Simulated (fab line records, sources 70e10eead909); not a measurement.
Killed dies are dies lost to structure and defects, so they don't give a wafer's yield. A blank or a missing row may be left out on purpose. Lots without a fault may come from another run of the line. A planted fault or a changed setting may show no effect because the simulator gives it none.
Which tool did it? | flow nand_harc | 24 lots, 72 wafers sampled, at 3 steps of a route of 1302

WHAT THE GAUGES READ, wafer by wafer
NHARC_A_DECK1_JOINT_INSPECT_05.
lot  | measured     | on                | raw_defect_count
L074 | day 12 07:29 | defect_inspect-02 | 232 212 217
L075 | day 12 17:51 | defect_inspect-02 | 207 162 264
L076 | day 13 10:35 | defect_inspect-01 | 357 165 229
L077 | day 13 10:59 | defect_inspect-01 | 642 387 258
L078 | day 13 21:43 | defect_inspect-01 | 333 245 278
L079 | day 14 09:48 | defect_inspect-01 | 149 158 332
L081 | day 15 01:07 | defect_inspect-02 | 266 363 228
L080 | day 15 01:07 | defect_inspect-01 | 311 392 309
L082 | day 15 22:32 | defect_inspect-02 | 444 233 268
L084 | day 16 17:46 | defect_inspect-02 | 528 180 404
L083 | day 16 17:46 | defect_inspect-02 | 318 471 262
L085 | day 17 09:16 | defect_inspect-02 | 368 319 422
L086 | day 17 15:33 | defect_inspect-01 | 618 636 645
L087 | day 18 17:34 | defect_inspect-01 | 235 229 175
L089 | day 18 17:35 | defect_inspect-02 | 353 256 290
L088 | day 18 17:43 | defect_inspect-01 | 291 226 230
L090 | day 19 07:05 | defect_inspect-01 | 290 279 337
L091 | day 19 17:29 | defect_inspect-02 | 345 244 279
L092 | day 20 04:26 | defect_inspect-02 | 301 182 246
L093 | day 20 04:26 | defect_inspect-01 | 390 318 631
L094 | day 20 16:35 | defect_inspect-02 | 327 229 341
L095 | day 21 00:56 | defect_inspect-02 | 428 230 274
L096 | day 21 17:20 | defect_inspect-01 | 566 472 358
L097 | day 22 08:55 | defect_inspect-01 | 220 191 217

NHARC_A_CHANNEL_HOLE_D2_CD_MEAS_18.
lot  | measured     | on        | cd_nm (nm)
L074 | day 13 00:55 | cd_sem-02 | 99.7 96.0 92.7
L075 | day 13 12:22 | cd_sem-01 | 94.0 96.6 97.2
L076 | day 14 06:31 | cd_sem-01 | 95.0 96.8 100.7
L077 | day 14 06:40 | cd_sem-02 | 102.9 100.4 95.0
L078 | day 14 14:57 | cd_sem-01 | 95.9 97.2 96.7
L079 | day 15 03:09 | cd_sem-03 | 99.4 100.4 102.5
L081 | day 15 19:22 | cd_sem-03 | 94.6 94.1 98.6
L080 | day 15 21:07 | cd_sem-03 | 99.9 101.7 97.2
L082 | day 16 16:24 | cd_sem-02 | 96.6 99.4 101.9
L084 | day 17 18:05 | cd_sem-01 | 101.9 97.9 100.1
L083 | day 17 18:25 | cd_sem-03 | 97.7 102.8 103.7
L085 | day 18 03:28 | cd_sem-02 | 102.2 98.0 100.8
L086 | day 18 11:41 | cd_sem-01 | 103.5 98.6 99.8
L087 | day 19 11:06 | cd_sem-01 | 101.3 99.1 100.1
L089 | day 19 12:07 | cd_sem-02 | 94.5 100.6 99.2
L088 | day 19 12:56 | cd_sem-03 | 100.2 97.3 98.5
L090 | day 20 00:46 | cd_sem-02 | 103.9 101.5 103.1
L091 | day 20 10:58 | cd_sem-03 | 97.3 104.4 95.4
L092 | day 20 21:28 | cd_sem-01 | 96.4 99.1 97.8
L093 | day 20 23:12 | cd_sem-03 | 97.9 96.8 101.3
L094 | day 21 20:16 | cd_sem-01 | 98.7 101.1 100.2
L095 | day 21 19:56 | cd_sem-01 | 101.6 98.8 98.6
L096 | day 22 10:25 | cd_sem-02 | 97.1 94.6 97.9
L097 | day 23 03:15 | cd_sem-03 | 97.9 99.9 97.9

WHICH TOOL RAN EACH LOT (tool, then ch and the chambers of the sampled wafers, then the start)
lot  | NHARC_A_CHANNEL_HOLE_D2_ETCH_39
L074 | rie_diel-05 ch 1,2, day 13 00:55 or earlier
L075 | rie_diel-09 ch 0,1,3, day 13 12:22 or earlier
L076 | rie_diel-06 ch 0,1,2, day 14 06:31 or earlier
L077 | rie_diel-05 ch 0,1,2, day 14 06:40 or earlier
L078 | rie_diel-05 ch 2,3, day 14 14:57 or earlier
L079 | rie_diel-06 ch 0,2,3, day 15 03:09 or earlier
L081 | rie_diel-09 ch 0,2,3, day 15 19:22 or earlier
L080 | rie_diel-09 ch 0,1, day 15 21:07 or earlier
L082 | rie_diel-06 ch 1,2,3, day 16 16:24 or earlier
L084 | rie_diel-09 ch 1,2,3, day 17 18:05 or earlier
L083 | rie_diel-05 ch 1,2,3, day 17 18:25 or earlier
L085 | rie_diel-09 ch 1,2,3, day 18 03:28 or earlier
L086 | rie_diel-09 ch 1,3, day 18 11:41 or earlier
L087 | rie_diel-06 ch 0,2, day 19 11:06 or earlier
L089 | rie_diel-05 ch 1,2,3, day 19 12:07 or earlier
L088 | rie_diel-09 ch 1,3, day 19 12:56 or earlier
L090 | rie_diel-09 ch 0,2, day 20 00:46 or earlier
L091 | rie_diel-09 ch 0,2,3, day 20 10:58 or earlier
L092 | rie_diel-06 ch 0,2,3, day 20 21:28 or earlier
L093 | rie_diel-06 ch 0,3, day 20 23:12 or earlier
L094 | rie_diel-06 ch 1,2, day 21 20:16 or earlier
L095 | rie_diel-05 ch 0,1,3, day 21 19:56 or earlier
L096 | rie_diel-06 ch 0,1, day 22 10:25 or earlier
L097 | rie_diel-05 ch 1,2, day 23 03:15 or earlier
- NHARC_A_CHANNEL_HOLE_D2_ETCH_39: etches the open film in N2/H2, target depth 260 nm, time 325 s.

WHAT THE TOOLS THEMSELVES READ (means of the sampled wafers that have a number; where no wafer has one, the mark that the record gives instead)
NHARC_A_CHANNEL_HOLE_D2_ETCH_39.
lot  | tool        | drypump_motor_current_A (A) | oes_product_au (a.u.) | rf_vpp_V (V) | showerhead_plenum_p_Torr (Torr) | throttle_valve_pct (%)
L074 | rie_diel-05 | 5.9                         | 0.986                 | 432.7        | 2.09                            | 14.171
L075 | rie_diel-09 | 5.8                         | 0.994                 | 433.7        | 2.16                            | 14.170
L076 | rie_diel-06 | 5.5                         | 0.994                 | 431.2        | 2.09                            | 14.170
L077 | rie_diel-05 | 5.8                         | 0.991                 | 429.9        | 2.03                            | 14.171
L078 | rie_diel-05 | 5.9                         | 1.001                 | 431.1        | 2.07                            | 14.173
L079 | rie_diel-06 | 6.0                         | 1.009                 | 431.8        | 2.08                            | 14.172
L081 | rie_diel-09 | 5.7                         | 0.995                 | 433.2        | 2.12                            | 14.177
L080 | rie_diel-09 | 5.6                         | 0.999                 | 434.7        | 2.19                            | 14.171
L082 | rie_diel-06 | 5.8                         | 0.998                 | 430.9        | 2.06                            | 14.174
L084 | rie_diel-09 | 5.6                         | 0.993                 | 431.8        | 2.11                            | 14.175
L083 | rie_diel-05 | 6.1                         | 0.991                 | 431.4        | 2.06                            | 14.172
L085 | rie_diel-09 | 5.6                         | 0.998                 | 432.8        | 2.11                            | 14.171
L086 | rie_diel-09 | 5.7                         | 0.986                 | 432.7        | 2.15                            | 14.173
L087 | rie_diel-06 | 5.7                         | 0.997                 | 432.0        | 2.11                            | 14.161
L089 | rie_diel-05 | 6.1                         | 0.990                 | 430.4        | 2.05                            | 14.169
L088 | rie_diel-09 | 5.7                         | 0.993                 | 433.9        | 2.15                            | 14.165
L090 | rie_diel-09 | 5.3                         | 0.993                 | 431.6        | 2.09                            | 14.158
L091 | rie_diel-09 | 5.7                         | 0.991                 | 432.0        | 2.12                            | 14.166
L092 | rie_diel-06 | 6.0                         | 0.999                 | 431.0        | 2.08                            | 14.175
L093 | rie_diel-06 | 6.0                         | 1.008                 | 430.3        | 2.07                            | 14.168
L094 | rie_diel-06 | 5.5                         | 0.998                 | 432.4        | 2.11                            | 14.172
L095 | rie_diel-05 | 6.0                         | 1.002                 | 429.0        | 1.99                            | 14.162
L096 | rie_diel-06 | 5.3                         | 1.000                 | 430.5        | 2.06                            | 14.177
L097 | rie_diel-05 | 5.9                         | 0.995                 | 432.2        | 2.09                            | 14.174

THE ANSWER, worked out from the rows above alone
Rule: what is usual is taken from the lots themselves. Put in order of their means at a reading, lots are off if they are a third of the lots or fewer, leave a main group of 4 or more, and stand apart from it by a gap of 3 or more times the standard deviation of the main group's means; of several such gaps the widest counts. A main group whose means are all the same, to the digits that the tables above print for the reading, isn't used. A lot without any number at a reading at which 4 lots or more have one is off too. The other lots that the step has rows for count as sound. The gauges are gone through in route order, then the tools' own readings, and for those a lot's mean is taken as printed above. The first step at which some lot is off is used, and at that step the reading that is off furthest; a lot without a number counts as furthest.
No lot is off at any reading shown: from this, nothing can be told.

WHAT THE SIMULATOR HAD PUT IN
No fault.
